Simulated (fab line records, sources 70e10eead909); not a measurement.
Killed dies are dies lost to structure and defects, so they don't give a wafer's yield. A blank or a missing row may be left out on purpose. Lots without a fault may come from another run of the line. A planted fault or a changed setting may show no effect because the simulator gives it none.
Chamber matching | flow nand_harc | NHARC_A_CONTACT_ETCH_92 on rie_diel-08: 3 sister chambers
The step etches the open film in CH3F/O2, target depth 40 nm, time 85.7 s. 14 wafers are shown with their chamber, then 4 later ones without.

WAFERS WITH THEIR CHAMBER
wafer  | chamber | drypump_motor_current_A (A) | oes_product_au (a.u.) | throttle_valve_pct (%)
L877.4 | 3       | 6.2                         | 0.930                 | 20.661
L877.5 | 0       | 5.9                         | 0.939                 | 20.676
L877.6 | 2       | 6.0                         | 0.921                 | 20.665
L876.3 | 0       | 5.9                         | 0.932                 | 20.668
L876.5 | 2       | 6.0                         | 0.916                 | 20.651
L876.6 | 3       | 6.2                         | 0.930                 | 20.658
L878.1 | 2       | 6.0                         | 0.917                 | 20.665
L878.2 | 0       | 5.9                         | 0.938                 | 20.669
L878.3 | 3       | 6.1                         | 0.935                 | 20.666
L879.1 | 2       | 6.0                         | 0.920                 | 20.636
L879.2 | 0       | 5.9                         | 0.920                 | 20.657
L879.4 | 0       | 5.9                         | 0.926                 | 20.670
L881.3 | 2       | 6.0                         | 0.935                 | 20.660
L881.4 | 0       | 5.9                         | 0.946                 | 20.673

SIGNATURES (means of the wafers above)
reading                 | chamber 0 | chamber 2 | chamber 3 | scatter within a chamber
drypump_motor_current_A | 5.900     | 6.000     | 6.167     | 0.0246
oes_product_au          | 0.93350   | 0.92180   | 0.93167   | 0.00797
throttle_valve_pct      | 20.66883  | 20.65540  | 20.66167  | 0.00876
Rule: a wafer's distance from a chamber is the root of the sum, over the readings, of the square of ((its reading less the chamber's mean) divided by the reading's scatter). The wafer belongs to the nearest chamber; if the next one is less than 2 further off, it can't be placed. The scatter: the root of (the sum of the squares of (reading less its chamber's mean) over the shown wafers, divided by (wafers less chambers)).

WAFERS WITHOUT THEIR CHAMBER
wafer  | drypump_motor_current_A (A) | oes_product_au (a.u.) | throttle_valve_pct (%)
L881.5 | 6.0                         | 0.919                 | 20.673
L882.1 | 6.0                         | 0.920                 | 20.661
L891.1 | 6.2                         | 0.929                 | 20.659
L891.2 | 5.8                         | 0.928                 | 20.662

WHICH CHAMBER EACH WENT THROUGH
wafer  | from the rows above | in truth
L881.5 | 2                   | 2
L882.1 | 2                   | 2
L891.1 | 3                   | 3
L891.2 | 0                   | 0
Placed correctly: 4 of 4. Can't be placed from these rows: 0. Placed wrongly: 0.
